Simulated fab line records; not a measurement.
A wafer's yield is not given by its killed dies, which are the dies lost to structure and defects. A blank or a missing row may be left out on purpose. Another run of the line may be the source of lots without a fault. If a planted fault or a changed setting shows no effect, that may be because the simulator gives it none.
Matching of chambers ; flow nandHarc ; 4 sister chambers for NHARC_P_M2_CMP_23 on cmp-04
The step polishes, t overpolish 20 s, target thk 144.3 nm. 4 wafers are shown with their chamber, then 11 later ones without.

== WAFERS, EACH WITH ITS CHAMBER ==
wafer;chamber;motorCurrentA (A)
L082.5;2;14.8
L086.1;1;12.5
L086.3;3;11.1
L089.2;0;12.3

== WAFERS MISSING THEIR CHAMBER ==
wafer;motorCurrentA (A)
L089.4;13.0
L089.5;12.3
L088.2;14.4
L088.5;13.8
L088.6;11.1
L093.1;12.1
L093.2;14.5
L093.5;11.1
L097.1;12.1
L097.3;11.1
L097.5;14.3

== THE CHAMBER EACH PASSED THROUGH ==
wafer;from the rows above;in truth
L089.4;can't be placed: 1 or 0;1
L089.5;can't be placed: 0 or 1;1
L088.2;2;2
L088.5;can't be placed: 2 or 1 or 0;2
L088.6;3;3
L093.1;can't be placed: 0 or 1 or 3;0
L093.2;2;2
L093.5;3;3
L097.1;can't be placed: 0 or 1 or 3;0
L097.3;3;3
L097.5;2;2
Placed correctly: 6 of 11. Can't be placed from these rows: 5 (the true chamber is among the candidates in 5). Placed wrongly: 0.
How it was worked out, from the rows above alone: a wafer's distance from a chamber is the root of the sum, over the readings, of the square of ((its reading less the chamber's mean) divided by the reading's scatter). If the next closest chamber is less than 2 further off than the closest, the wafer can't be placed; otherwise it belongs to the closest. The mean given for a chamber averages the wafers shown for that chamber. The scatter: with one shown wafer a chamber, the root of the mean of the squares of how far each hidden wafer lies from its nearest shown one.
